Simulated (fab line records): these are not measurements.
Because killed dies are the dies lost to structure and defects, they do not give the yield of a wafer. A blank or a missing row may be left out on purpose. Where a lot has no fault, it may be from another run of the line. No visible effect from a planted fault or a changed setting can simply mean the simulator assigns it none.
Matching of chambers    flow n5 finfet    N5_BEOL_M15_ILD_DEP_00 on pecvd-04: 3 sister chambers
The step deposits SiO2 from TEOS/O2, target thk 1629.3 nm, time 346.1 s. 14 wafers are shown with their chamber, then 7 later ones without.

EACH WAFER AND ITS CHAMBER
wafer   chamber  showerhead vpp V (V)  showerhead plenum p Torr (Torr)  throttle valve pct (%)
L074.3  1        1888                  8.26                             18.0
L074.4  0        1818                  8.42                             19.2
L074.5  1        1896                  8.29                             17.8
L077.1  2        1762                  8.34                             18.3
L077.3  1        1867                  8.29                             17.7
L077.6  2        1783                  8.37                             18.6
L081.1  0        1832                  8.41                             18.7
L081.3  0        1842                  8.38                             18.7
L081.6  0        1826                  8.39                             19.1
L083.3  1        1859                  8.28                             17.8
L083.5  2        1774                  8.37                             18.2
L083.6  1        1876                  8.29                             17.8
L085.2  1        1873                  8.30                             18.1
L085.3  2        1775                  8.35                             18.3

SIGNATURES (means of the wafers above)
reading                   chamber 0  chamber 1  chamber 2  scatter within a chamber
showerhead vpp V          1829.50    1876.50    1773.50    11.5
showerhead plenum p Torr  8.4000     8.2850     8.3575     0.0154
throttle valve pct        18.925     17.867     18.350     0.193
Rule: distance of a wafer from a chamber = root of the sum over the readings of ((wafer's reading minus chamber's mean) / reading's scatter) squared. If the next closest chamber is less than 2 further off than the closest, the wafer can't be placed; otherwise it belongs to the closest. The scatter is the square root of a quotient: the sum, over the shown wafers, of each reading's squared deviation from its chamber's mean, divided by wafers minus chambers.

WAFERS MISSING THEIR CHAMBER
wafer   showerhead vpp V (V)  showerhead plenum p Torr (Torr)  throttle valve pct (%)
L085.5  1813                  8.40                             18.8
L092.2  1859                  8.40                             19.0
L092.4  1894                  8.28                             17.8
L092.6  1878                  8.39                             19.1
L095.4  1802                  8.37                             18.2
L095.5  1879                  8.29                             18.0
L095.6  1797                  8.40                             19.1

WHICH CHAMBER EACH ONE RAN IN
wafer   from the rows above  in truth
L085.5  0                    0
L092.2  0                    0
L092.4  1                    1
L092.6  0                    0
L095.4  2                    2
L095.5  1                    1
L095.6  0                    0
7 of 7 placed correctly. Not placeable from these rows: 0. Number placed wrongly: 0.
